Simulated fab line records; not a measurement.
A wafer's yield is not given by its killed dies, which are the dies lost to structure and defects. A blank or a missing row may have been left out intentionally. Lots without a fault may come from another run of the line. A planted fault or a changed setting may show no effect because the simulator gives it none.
Chamber matching / flow n5-finfet / N5_BEOL_M3_PRE_CLEAN_60 on cvd-co-01: 3 sister chambers
The step time 15 s. 3 wafers are shown with their chamber, then 10 later ones without.

## WAFERS, EACH WITH ITS CHAMBER
wafer=L091.2; chamber=1; heater-power-w (W)=74
wafer=L090.3; chamber=2; heater-power-w (W)=66
wafer=L090.4; chamber=0; heater-power-w (W)=66

## WAFERS MISSING THEIR CHAMBER
wafer=L090.6; heater-power-w (W)=66
wafer=L092.1; heater-power-w (W)=66
wafer=L092.2; heater-power-w (W)=76
wafer=L092.5; heater-power-w (W)=65
wafer=L094.2; heater-power-w (W)=68
wafer=L094.3; heater-power-w (W)=66
wafer=L094.6; heater-power-w (W)=67
wafer=L097.2; heater-power-w (W)=66
wafer=L097.3; heater-power-w (W)=66
wafer=L097.6; heater-power-w (W)=67

## WHICH CHAMBER EACH WENT THROUGH
wafer=L090.6; from the rows above=can't be placed: 0 or 2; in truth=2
wafer=L092.1; from the rows above=can't be placed: 0 or 2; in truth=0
wafer=L092.2; from the rows above=1; in truth=1
wafer=L092.5; from the rows above=can't be placed: 0 or 2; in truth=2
wafer=L094.2; from the rows above=can't be placed: 0 or 2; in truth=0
wafer=L094.3; from the rows above=can't be placed: 0 or 2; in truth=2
wafer=L094.6; from the rows above=can't be placed: 0 or 2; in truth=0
wafer=L097.2; from the rows above=can't be placed: 0 or 2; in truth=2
wafer=L097.3; from the rows above=can't be placed: 0 or 2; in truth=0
wafer=L097.6; from the rows above=can't be placed: 0 or 2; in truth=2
Correctly placed: 1 of 10. From these rows, 9 cannot be placed; in 9 the true chamber is one of the candidates. Placed wrongly: 0.
How it was worked out, from the rows above alone: a wafer's distance from a chamber is the root of the sum, over the readings, of the square of ((its reading less the chamber's mean) divided by the reading's scatter). The wafer belongs to the nearest chamber; if the next one is less than 2 further off, it can't be placed. A chamber's mean is the mean of its shown wafers. The scatter: with one shown wafer a chamber, the root of the mean of the squares of how far each hidden wafer lies from its nearest shown one.
